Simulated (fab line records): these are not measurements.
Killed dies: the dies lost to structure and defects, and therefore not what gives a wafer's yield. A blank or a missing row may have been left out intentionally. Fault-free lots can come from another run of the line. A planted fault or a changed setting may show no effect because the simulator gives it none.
Struck lot and sound lot, side by side :: flow nand harc :: 14 steps out of a route of 1302
Sound: these wafers, L805.3, L805.4, L805.5. The struck wafers were L806.2, L806.4, L806.5. The cause comes at the end.
Per side, at each step with rows, come the tool, then ch with its chambers, and then its first start. Under that, the readings that differ: sound wafers :: struck wafers :: difference of the means :: sigmas: that difference in standard deviations of wafers without a fault.
alike: same words and numbers on both sides, and readings whose means sit less than 2 such deviations apart. not compared: any withheld reading, any reading some wafer has no value for, any bound like >300 that may hide the same value, and any number with overlapping values for which the record gives no deviation.
A row with sigmas, a row that says differs or no value, or rows on one side alone: a step with any of these is where the two part. Numbers that have no deviation but don't overlap get no sigmas and don't part them. A reading missing from all wafers of one side parts the sides only when that side holds two or more wafers.

first, 1 step without rows for these wafers: NHARC_A_SLIT_STRIP_28 (strips in O2/COS).
NHARC_A_SLIT_ETCH_29: etches the open film in CF4/O2, target depth 100 nm, overetch 10 nm, time 55 s.
  sound on rie diel-13 ch 1,2, day 23 13:31; struck on rie diel-04 ch 0,3, day 25 00:53
  alike: cf4 flow sccm, drypump motor current A, mfc ar sccm, oes product au, rf vpp V, showerhead plenum p Torr, throttle valve pct
  not compared: rf hours counter h
NHARC_A_SLIT_STRIP_18: strips in O2.
  sound: rie diel-13 ch 0,1,3; struck: rie diel-04 ch 0,1
  alike: drypump motor current A, mfc ar sccm, oes product au, rf vpp V, showerhead plenum p Torr, throttle valve pct
  not compared: rf hours counter h
then, 2 steps without rows for these wafers: NHARC_A_SLIT_PRECLEAN_19 (cleans in SC1); NHARC_A_SLIT_SRD_20.
NHARC_A_SLIT_CD_MEAS_21:
  sound on cd sem-03, day 23 14:03; struck on cd sem-01, day 25 01:25
  alike: cd nm
then, 3 steps without rows for these wafers: NHARC_A_SIN_REMOVE_WET_00 (chemistry H3PO4, time 15300 s); NHARC_A_SIN_REMOVE_PRECLEAN_01 (cleans in SC1); NHARC_A_SIN_REMOVE_SRD_02.
NHARC_A_SIN_REMOVE_INSPECT_04:
  sound on defect inspect-01, day 23 20:46; struck on defect inspect-02, day 25 08:05
  alike: raw defect count
NHARC_A_WL_FILL_ALD_00: deposits Al2O3, target thk 3 nm, pulse time 3 s, ald cycles 30.
  sound on ald hk-03 ch 0,3, day 23 20:49; struck on ald hk-03 ch 0,1,2, day 25 08:11
  alike: heater power outer w, heater power w, precursor pulse height rel
NHARC_A_WL_FILL_RTA_01: time 5 s.
  sound on rtp anneal-02 ch 0, day 23 21:08; struck on rtp anneal-02 ch 0, day 25 08:26
reading: lamp power pct (%)
sound: 32.8 32.8 32.8
struck: 28.7 28.6 28.6
difference: -4.2
sigmas: -6

reading: lamp_zone_1_pct (%)
sound: 32.8 32.8 32.7
struck: 28.7 28.6 28.6
difference: -4.1
sigmas: -6

reading: lamp_zone_2_pct (%)
sound: 32.8 32.8 32.8
struck: 28.6 28.6 28.7
difference: -4.2
sigmas: -6

reading: lamp_zone_3_pct (%)
sound: 32.8 32.8 32.8
struck: 28.6 28.7 28.6
difference: -4.2
sigmas: -6

reading: lamp_zone_4_pct (%)
sound: 32.8 32.8 32.8
struck: 28.7 28.6 28.7
difference: -4.1
sigmas: -6

reading: lamp_zone_5_pct (%)
sound: 32.8 32.9 32.8
struck: 28.7 28.6 28.6
difference: -4.2
sigmas: -6

reading: lamp_zone_6_pct (%)
sound: 32.7 32.7 32.7
struck: 28.6 28.6 28.6
difference: -4.1
sigmas: -6

reading: lamp_zone_7_pct (%)
sound: 33.3 33.3 33.3
struck: 29.2 29.2 29.3
difference: -4.1
sigmas: -6

reading: wafer_temp_C_max
sound: 1005.6 1007.0 1007.1
struck: 960.8 959.6 961.9
difference: -45.8
sigmas: -20
NHARC_A_WL_FILL_ALD_02: deposits TiN, target thk 2 nm, pulse time 3 s, ald cycles 100.
  sound on ald metal-02 ch 0,2, day 23 21:20; struck on ald metal-04 ch 1,3, day 25 08:39
  alike: heater power outer w, heater power w, precursor pulse height rel
-- record jumps: 4 days between struck wafers' starts before vs after; left off in module A_WL_FILL, resumes in module END, first step shown is number 1302 of the route --
NHARC_END_SORT_01:
  the record has rows for the struck wafers here (prober-02 ch 0, day 29 11:10) and none for the sound ones

WHERE THEY PART
Earliest at NHARC_A_WL_FILL_RTA_01; latest, in this record, at NHARC_END_SORT_01.

WHY: what the simulator had put in
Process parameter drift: rtp anneal-02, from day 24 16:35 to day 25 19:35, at NHARC_A_WL_FILL_RTA_01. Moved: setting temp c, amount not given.
